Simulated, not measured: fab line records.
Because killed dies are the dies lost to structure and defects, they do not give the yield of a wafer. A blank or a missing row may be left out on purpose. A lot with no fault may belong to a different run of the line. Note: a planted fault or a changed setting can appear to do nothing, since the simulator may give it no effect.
Which of the tools did it?    flow n5-finfet    12 lots, 36 wafers sampled, at 1 step of a route of 1938

WHAT THE GAUGES SHOWED, per wafer
N5_BEOL_M1_CD_MEAS_28: target cd y 23.3 nm.
lot   measured      on         cd-nm (nm)
L075  day 6 10:59   cd-sem-03  23.75 23.89 24.07
L077  day 6 22:23   cd-sem-02  23.99 23.91 24.27
L079  day 7 06:28   cd-sem-02  23.67 23.86 23.69
L081  day 8 01:08   cd-sem-03  24.31 24.29 24.16
L082  day 8 13:53   cd-sem-03  24.07 24.32 24.22
L085  day 8 18:20   cd-sem-02  24.16 24.30 24.09
L087  day 9 14:28   cd-sem-03  23.81 23.55 24.20
L088  day 10 04:31  cd-sem-01  24.47 24.06 24.39
L091  day 10 13:25  cd-sem-02  24.05 23.87 24.03
L092  day 10 23:52  cd-sem-01  24.20 23.88 24.04
L096  day 11 11:40  cd-sem-03  24.25 24.57 24.15
L097  day 11 18:48  cd-sem-03  24.37 24.15 24.17

WHAT TOOL EACH LOT RAN ON (gives the tool, then ch and the chambers of the sampled wafers, and finally the start)
There is no process step in the record ahead of these readings.

THE ANSWER, worked out from the rows above alone
Rule: what is usual is taken from the lots themselves. The widest of any qualifying gaps counts: lots, ordered by their means at a reading, are off when they make up no more than a third of the lots, leave a main group of 4 or more, and stand apart from it by 3 or more times the standard deviation of that group's means. The tables above print the reading to a certain number of digits; a main group whose means all agree to those digits is not used. A lot without any number at a reading at which 4 lots or more have one is off too. Where the step has rows for the other lots, those lots are counted as sound.
Across all readings shown, no lot is off: no conclusion can be drawn from this.

WHAT THE SIMULATOR HAD PUT IN
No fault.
